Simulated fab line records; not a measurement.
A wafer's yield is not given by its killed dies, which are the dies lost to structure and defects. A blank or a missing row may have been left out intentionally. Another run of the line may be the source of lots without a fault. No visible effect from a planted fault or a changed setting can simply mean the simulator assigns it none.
What tool caused it? + flow n5Finfet + Sampling: 8 lots, 23 wafers, 6 of 1938 route steps

WHAT THE GAUGES SHOWED, per wafer
N5_BEOL_M2_OCD_MEAS_38. Usual: 55.5 nm for trenchDepthNm, sd 0.91.
| lot  | measured     | on     | trenchDepthNm (nm) | flag |
|------|--------------|--------|--------------------|------|
| L622 | day 8 00:21  | ocd-01 | 0 0.2              | OFF  |
| L623 | day 8 11:34  | ocd-02 | 0 0.5 0            | OFF  |
| L627 | day 9 05:44  | ocd-02 | 55.8 55.8 55.4     |      |
| L628 | day 9 10:46  | ocd-02 | 56.2 56.7 54.3     |      |
| L630 | day 9 22:50  | ocd-02 | 54.8 55.9 56.0     |      |
| L631 | day 10 10:21 | ocd-01 | 54.6 55.7 54.6     |      |
| L632 | day 10 04:58 | ocd-01 | 56.3 54.8 55.6     |      |
| L638 | day 11 18:53 | ocd-02 | 55.8 56.2 54.9     |      |

N5_BEOL_M4_RC_MEAS_101. Usual: DIBL_N 37.2 mV/V, standard deviation 1.8; DIBL_P 37.5 mV/V, standard deviation 2.5; IOFF_N 0.17 nA/um, standard deviation 0.038; IOFF_P 0.24 nA/um, standard deviation 0.046; ION_N 681 uA/um, standard deviation 13; ION_P 469 uA/um, standard deviation 8.5; SS_N 71.7 mV/dec, standard deviation 0.6; SS_P 73.6 mV/dec, standard deviation 0.69; VT_N 249 mV, standard deviation 3.4; VT_P -248 mV, standard deviation 3.6.
| lot  | measured     | on        | DIBL_N (mV/V)  | DIBL_P (mV/V)  | IOFF_N (nA/um) | IOFF_P (nA/um) | ION_N (uA/um) | ION_P (uA/um) | SS_N (mV/dec)  | SS_P (mV/dec)  | VT_N (mV)   | VT_P (mV)      | flag |
|------|--------------|-----------|----------------|----------------|----------------|----------------|---------------|---------------|----------------|----------------|-------------|----------------|------|
| L627 | day 10 15:47 | prober-01 | 36.1 38.9 36.3 | 39.2 41.4 38.1 | 0.18 0.24 0.17 | 0.24 0.29 0.22 | 684 694 670   | 465 478 459   | 72.3 72.1 72.2 | 74.3 75.1 73.6 | 249 244 253 | -248 -245 -251 |      |
| L628 | day 10 18:56 | prober-02 | 38.3 38.7 36.6 | 38.1 39.1 35.9 | 0.19 0.21 0.15 | 0.25 0.25 0.21 | 679 701 673   | 466 474 462   | 72.0 71.2 71.4 | 74.4 74.9 73.6 | 249 244 250 | -248 -248 -250 |      |
| L630 | day 10 22:28 | prober-02 | 39.4 38.4 37.4 | 40.3 38.3 37.8 | 0.22 0.18 0.16 | 0.27 0.24 0.22 | 695 674 673   | 469 462 463   | 72.3 72.2 71.8 | 74.3 73.6 73.6 | 248 249 251 | -247 -249 -248 |      |
| L631 | day 11 17:28 | prober-02 | 38.1 38.5 37.0 | 40.0 39.9 38.8 | 0.18 0.20 0.17 | 0.27 0.26 0.24 | 676 701 681   | 478 482 472   | 72.0 71.7 71.8 | 74.1 73.7 74.0 | 250 247 249 | -246 -248 -247 |      |
| L632 | day 11 14:37 | prober-01 | 37.1 37.5 36.6 | 37.0 36.9 36.5 | 0.17 0.17 0.15 | 0.25 0.23 0.23 | 683 666 664   | 470 462 459   | 72.0 72.2 72.2 | 74.0 73.9 74.0 | 250 249 253 | -248 -252 -248 |      |
| L638 | day 13 03:20 | prober-01 | 36.4 36.6 33.9 | 38.0 38.8 35.6 | 0.17 0.17 0.13 | 0.22 0.24 0.19 | 691 678 674   | 475 468 468   | 71.8 71.1 70.4 | 73.3 73.9 72.5 | 250 249 254 | -250 -247 -249 |      |

EACH LOT AND THE TOOL THAT RAN IT (in order: tool; ch and the chambers of the sampled wafers; start)
| lot  | N5_BEOL_M2_STRIP_19               | N5_BEOL_M2_ETCH_77                | N5_BEOL_M2_ETCH_70                | N5_BEOL_M2_TRENCH_ETCH_37         |
|------|-----------------------------------|-----------------------------------|-----------------------------------|-----------------------------------|
| L622 | rieDiel-03 ch 0,3, day 7 18:17    | rieDiel-03 ch 2,3, day 7 19:40    | rieDiel-01 ch 1,3, day 7 23:59    | rieDiel-01 ch 1,3, day 8 00:11    |
| L623 | rieDiel-01 ch 0,1, day 7 23:28    | rieDiel-01 ch 0,1,2, day 8 00:21  | rieDiel-01 ch 0,1,3, day 8 11:12  | rieDiel-01 ch 0,1,3, day 8 11:24  |
| L627 | rieDiel-06 ch 1,2,3, day 9 01:41  | rieDiel-06 ch 0,1, day 9 02:45    | rieDiel-01 ch 0,2,3, day 9 05:22  | rieDiel-01 ch 0,2,3, day 9 05:35  |
| L628 | rieDiel-01 ch 2,3, day 9 01:51    | rieDiel-06 ch 0,3, day 9 02:52    | rieDiel-03 ch 0,2,3, day 9 10:24  | rieDiel-03 ch 0,2,3, day 9 10:37  |
| L630 | rieDiel-01 ch 0,1, day 9 21:03    | rieDiel-06 ch 0,1,3, day 9 21:43  | rieDiel-01 ch 0,1,2, day 9 22:28  | rieDiel-01 ch 0,1,2, day 9 22:40  |
| L631 | rieDiel-03 ch 0,1,3, day 9 21:36  | rieDiel-03 ch 1,2,3, day 9 22:19  | rieDiel-01 ch 1,2,3, day 10 09:59 | rieDiel-01 ch 1,2,3, day 10 10:11 |
| L632 | rieDiel-01 ch 0,2,3, day 9 23:47  | rieDiel-03 ch 0,1,3, day 10 00:20 | rieDiel-01 ch 0,1,3, day 10 04:37 | rieDiel-01 ch 0,1,3, day 10 04:49 |
| L638 | rieDiel-06 ch 0,2,3, day 11 09:16 | rieDiel-01 ch 0,1,3, day 11 10:26 | rieDiel-01 ch 0,2, day 11 18:31   | rieDiel-01 ch 0,2, day 11 18:43   |
- N5_BEOL_M2_STRIP_19: strips in O2.
- N5_BEOL_M2_ETCH_77: etches underlayer in N2/H2, target depth 6.5 nm, time 5.2 s.
- N5_BEOL_M2_ETCH_70: etches SOC in N2/H2, target depth 80 nm, overetch 24 nm, time 130 s.
- N5_BEOL_M2_TRENCH_ETCH_37: etches SiOC in C4F6/O2, target depth 55.555 nm, time 29.2 s.

AS READ BY THE TOOLS THEMSELVES (means over the sampled wafers that have a number; for cases with no such wafer, the mark the record gives instead)
N5_BEOL_M2_STRIP_19. Usual: drypumpMotorCurrentA 5.8 A, standard deviation 0.5; oesProductAu 0.83 a.u., standard deviation 0.051; rfVppV 3.7 V, standard deviation 0.49; showerheadPlenumPTorr 2.11 Torr, standard deviation 0.065; throttleValvePct 16.70 %, standard deviation 0.24.
| lot  | tool       | drypumpMotorCurrentA (A) | oesProductAu (a.u.) | rfVppV (V) | showerheadPlenumPTorr (Torr) | throttleValvePct (%) | flag |
|------|------------|--------------------------|---------------------|------------|------------------------------|----------------------|------|
| L622 | rieDiel-03 | 5.4                      | 0.90                | 4.0        | 2.18                         | 16.59                |      |
| L623 | rieDiel-01 | 5.5                      | 0.85                | 3.9        | 2.10                         | 16.60                |      |
| L627 | rieDiel-06 | 5.9                      | 0.82                | 4.1        | 2.12                         | 16.71                |      |
| L628 | rieDiel-01 | 5.8                      | 0.82                | 3.8        | 2.10                         | 16.74                |      |
| L630 | rieDiel-01 | 5.5                      | 0.83                | 3.3        | 2.09                         | 16.63                |      |
| L631 | rieDiel-03 | 5.8                      | 0.84                | 3.2        | 2.15                         | 16.76                |      |
| L632 | rieDiel-01 | 5.7                      | 0.82                | 3.5        | 2.11                         | 16.62                |      |
| L638 | rieDiel-06 | 6.1                      | 0.79                | 4.0        | 2.13                         | 16.57                |      |

N5_BEOL_M2_ETCH_77. Usual: biasW 150.0 W, standard deviation 0.46; chamberPressureMTorr 30.00 mTorr, standard deviation 0.043; drypumpMotorCurrentA 5.8 A, standard deviation 0.52; etchRfOnTimeS 5.18 s, standard deviation 0.12; oesProductAu 0.71 a.u., standard deviation 0.047; rfVppV 524.7 V, standard deviation 2.8; showerheadPlenumPTorr 2.57 Torr, standard deviation 0.09; throttleValvePct 17.91 %, standard deviation 0.29.
| lot  | tool       | biasW (W) | chamberPressureMTorr (mTorr) | drypumpMotorCurrentA (A) | etchRfOnTimeS (s) | oesProductAu (a.u.) | rfVppV (V) | showerheadPlenumPTorr (Torr) | throttleValvePct (%) | flag |
|------|------------|-----------|------------------------------|--------------------------|-------------------|---------------------|------------|------------------------------|----------------------|------|
| L622 | rieDiel-03 | 149.8     | 30.02                        | 5.5                      | 5.13              | 0.69                | 524.2      | 2.57                         | 17.95                |      |
| L623 | rieDiel-01 | 150.0     | 29.99                        | 5.9                      | 5.24              | 0.74                | 524.2      | 2.54                         | 17.86                |      |
| L627 | rieDiel-06 | 149.7     | 29.99                        | 5.9                      | 5.06              | 0.74                | 526.5      | 2.61                         | 17.66                |      |
| L628 | rieDiel-06 | 149.9     | 30.00                        | 6.5                      | 5.15              | 0.73                | 528.0      | 2.68                         | 17.52                |      |
| L630 | rieDiel-06 | 150.1     | 30.02                        | 6.3                      | 5.10              | 0.73                | 526.2      | 2.65                         | 17.68                |      |
| L631 | rieDiel-03 | 150.0     | 30.01                        | 5.9                      | 5.09              | 0.68                | 522.8      | 2.56                         | 18.12                |      |
| L632 | rieDiel-03 | 149.9     | 29.99                        | 5.8                      | 5.24              | 0.70                | 526.0      | 2.62                         | 18.11                |      |
| L638 | rieDiel-01 | 149.8     | 30.05                        | 5.6                      | 5.25              | 0.68                | 523.3      | 2.51                         | 17.98                |      |

N5_BEOL_M2_ETCH_70. Usual: biasW is 150.1 W with standard deviation 0.47, chamberPressureMTorr is 30.00 mTorr with standard deviation 0.039, drypumpMotorCurrentA is 5.8 A with standard deviation 0.48, oesProductAu is 0.61 a.u. with standard deviation 0.036, rfVppV is 524.4 V with standard deviation 2.3, showerheadPlenumPTorr is 2.56 Torr with standard deviation 0.085, and throttleValvePct is 17.91 % with standard deviation 0.28.
| lot  | tool       | biasW (W) | chamberPressureMTorr (mTorr) | drypumpMotorCurrentA (A) | oesProductAu (a.u.) | rfVppV (V) | showerheadPlenumPTorr (Torr) | throttleValvePct (%) | flag |
|------|------------|-----------|------------------------------|--------------------------|---------------------|------------|------------------------------|----------------------|------|
| L622 | rieDiel-01 | 150.1     | 30.02                        | 5.8                      | 0.62                | 522.9      | 2.51                         | 18.10                |      |
| L623 | rieDiel-01 | 150.1     | 29.99                        | 5.6                      | 0.62                | 523.8      | 2.53                         | 17.90                |      |
| L627 | rieDiel-01 | 149.3     | 30.03                        | 5.7                      | 0.61                | 523.8      | 2.57                         | 17.87                |      |
| L628 | rieDiel-03 | 150.0     | 29.99                        | 5.5                      | 0.62                | 524.5      | 2.58                         | 17.87                |      |
| L630 | rieDiel-01 | 150.2     | 30.01                        | 5.8                      | 0.62                | 523.5      | 2.53                         | 17.87                |      |
| L631 | rieDiel-01 | 150.4     | 29.98                        | 5.9                      | 0.60                | 523.5      | 2.53                         | 18.12                |      |
| L632 | rieDiel-01 | 150.0     | 29.98                        | 5.6                      | 0.60                | 523.2      | 2.52                         | 17.92                |      |
| L638 | rieDiel-01 | 150.2     | 30.01                        | 5.6                      | 0.59                | 524.5      | 2.56                         | 17.66                |      |

N5_BEOL_M2_TRENCH_ETCH_37. Usual: C4F6_flow_sccm 9.998 sccm, standard deviation 0.03; O2_flow_sccm 10.00 sccm, standard deviation 0.03; drypumpMotorCurrentA 5.8 A, standard deviation 0.48; oesProductAu 0.83 a.u., standard deviation 0.049; rfVppV 671 V, standard deviation 13; showerheadPlenumPTorr 2.88 Torr, standard deviation 0.086; throttleValvePct 21.00 %, standard deviation 0.22.
| lot  | tool       | C4F6_flow_sccm (sccm) | O2_flow_sccm (sccm) | drypumpMotorCurrentA (A) | oesProductAu (a.u.) | rfVppV (V) | showerheadPlenumPTorr (Torr) | throttleValvePct (%) | flag |
|------|------------|-----------------------|---------------------|--------------------------|---------------------|------------|------------------------------|----------------------|------|
| L622 | rieDiel-01 | -                     | -                   | -                        | -                   | -          | -                            | -                    | OFF  |
| L623 | rieDiel-01 | -                     | -                   | -                        | -                   | -          | -                            | -                    | OFF  |
| L627 | rieDiel-01 | 9.980                 | 9.99                | 5.7                      | 0.82                | 681        | 2.88                         | 20.95                |      |
| L628 | rieDiel-03 | 10.010                | 10.00               | 5.6                      | 0.84                | 680        | 2.90                         | 20.97                |      |
| L630 | rieDiel-01 | 10.012                | 10.03               | 5.8                      | 0.84                | 671        | 2.85                         | 21.02                |      |
| L631 | rieDiel-01 | 10.007                | 9.99                | 5.9                      | 0.82                | 673        | 2.84                         | 21.18                |      |
| L632 | rieDiel-01 | 9.994                 | 10.00               | 5.6                      | 0.81                | 666        | 2.84                         | 21.07                |      |
| L638 | rieDiel-01 | 9.988                 | 9.99                | 5.6                      | 0.81                | 679        | 2.88                         | 20.82                |      |

THE ANSWER, worked out from the rows above alone
Rule: a lot is off if the mean of its wafers that have a number lies more than 3 standard deviations from the usual mean. Also off: a lot with no number at a reading for which 4 or more lots have one. Where the step has rows for the other lots, those lots are counted as sound. The gauges are gone through in route order, then the tools' own readings, and for those a lot's mean is taken as printed above. The first step at which some lot is off is used, and at that step the reading that is off furthest; a lot without a number counts as furthest.
Off: L622, L623 (N5_BEOL_M2_OCD_MEAS_38, trenchDepthNm).
If a tool, at a process step before that reading, ran all the lots that are off and no sound lot after the first of them, it fits. Not tried: the gauges at N5_BEOL_M2_OCD_MEAS_38; whatever is off there is also off at N5_BEOL_M2_TRENCH_ETCH_37, on other tools, and gauge error can't account for it. None of those tried fits.

WHAT THE SIMULATOR HAD INSERTED
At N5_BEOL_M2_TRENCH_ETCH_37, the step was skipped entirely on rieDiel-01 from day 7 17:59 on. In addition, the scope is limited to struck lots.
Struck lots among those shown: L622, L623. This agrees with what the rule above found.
